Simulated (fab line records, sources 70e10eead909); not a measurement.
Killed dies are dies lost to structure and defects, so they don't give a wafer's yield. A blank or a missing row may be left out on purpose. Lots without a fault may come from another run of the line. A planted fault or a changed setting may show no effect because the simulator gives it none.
One fault seen from 2 desks | flow nand_harc | each desk has only its own numbers; what lay behind them comes last

THE DEFECT DESK
What the inspections along the route counted, lot by lot: means of the sampled wafers that have a number. A lot is out of limits, marked OUT, if its mean lies more than 4 standard deviations from the usual mean; the brackets give that distance.
Columns: A = raw_defect_count at NHARC_A_SIN_REMOVE_INSPECT_04, usual 368
lot  | first seen here | A
L231 | day 21 14:20    | 362
L230 | day 21 14:22    | 421
L232 | day 22 02:31    | 295
L237 | day 24 08:58    | 375
L240 | day 25 08:26    | 567
L241 | day 26 04:12    | 740 (+4.2) OUT
L243 | day 26 16:10    | 733 (+4.1) OUT
L246 | day 27 17:28    | 436
L247 | day 28 12:53    | 433
L251 | day 29 16:50    | 401
L250 | day 29 16:53    | 333
This desk's finding: out of limits on L241, L243; first on L241, day 26 04:12 (raw_defect_count at NHARC_A_SIN_REMOVE_INSPECT_04). In limits: L231, L230, L232, L237, L240, L246, L247, L251, L250.

THE TOOL OWNER'S DESK: rie_diel-06
The tool's own readings at NHARC_A_SLIT_ETCH_15 (etches the open film in O2/COS, target depth 6200 nm, time 1612 s): means of the sampled wafers that have a number, for each lot that ran on this tool. A lot is out of limits, marked OUT, if its mean lies more than 4 standard deviations from the usual mean; the brackets give that distance.
Columns: A = drypump_motor_current_A at NHARC_A_SLIT_ETCH_15, usual 5.5 A; B = mfc_ar_sccm at NHARC_A_SLIT_ETCH_15, usual 0.012 sccm; C = o2_flow_sccm at NHARC_A_SLIT_ETCH_15, usual 399.9 sccm; D = oes_product_au at NHARC_A_SLIT_ETCH_15, usual 1.002 a.u.; E = rf_vpp_V at NHARC_A_SLIT_ETCH_15, usual 314.3 V; F = showerhead_plenum_p_Torr at NHARC_A_SLIT_ETCH_15, usual 3.13 Torr; G = throttle_valve_pct at NHARC_A_SLIT_ETCH_15, usual 28.330 %
lot  | first seen here | A   | B     | C     | D     | E     | F    | G
L232 | day 21 13:43    | 5.3 | 0.012 | 400.8 | 0.993 | 313.7 | 3.14 | 28.331
L237 | day 23 20:28    | 5.5 | 0.016 | 399.2 | 1.006 | 315.1 | 3.17 | 28.338
L241 | day 25 15:37    | 5.3 | 0.016 | 399.9 | 1.002 | 313.4 | 3.07 | 28.339
L243 | day 26 04:10    | 5.5 | 0.016 | 399.1 | 0.997 | 315.1 | 3.17 | 28.331
L251 | day 29 04:07    | 5.3 | 0.016 | 400.6 | 1.006 | 313.0 | 3.07 | 28.331
L250 | day 29 04:58    | 5.4 | 0.000 | 399.5 | 1.001 | 314.0 | 3.16 | 28.334
This desk's finding: nothing out of limits on any of the 6 lots.

PUT TOGETHER
The defect desk could have raised an alarm at day 26 04:12, on L241, L243.
The tool owner's desk saw nothing out of limits.
The tool owner's desk has L241, L243 on record, within its limits.
Of the lots named, all ran NHARC_A_SLIT_ETCH_15 on rie_diel-06.

WHAT THE SIMULATOR HAD PUT IN
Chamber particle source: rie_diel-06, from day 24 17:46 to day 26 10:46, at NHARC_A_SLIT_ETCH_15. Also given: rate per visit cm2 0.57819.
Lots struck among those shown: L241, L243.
Hours from the fault's start to each desk's first reading out of limits: the defect desk, 34.
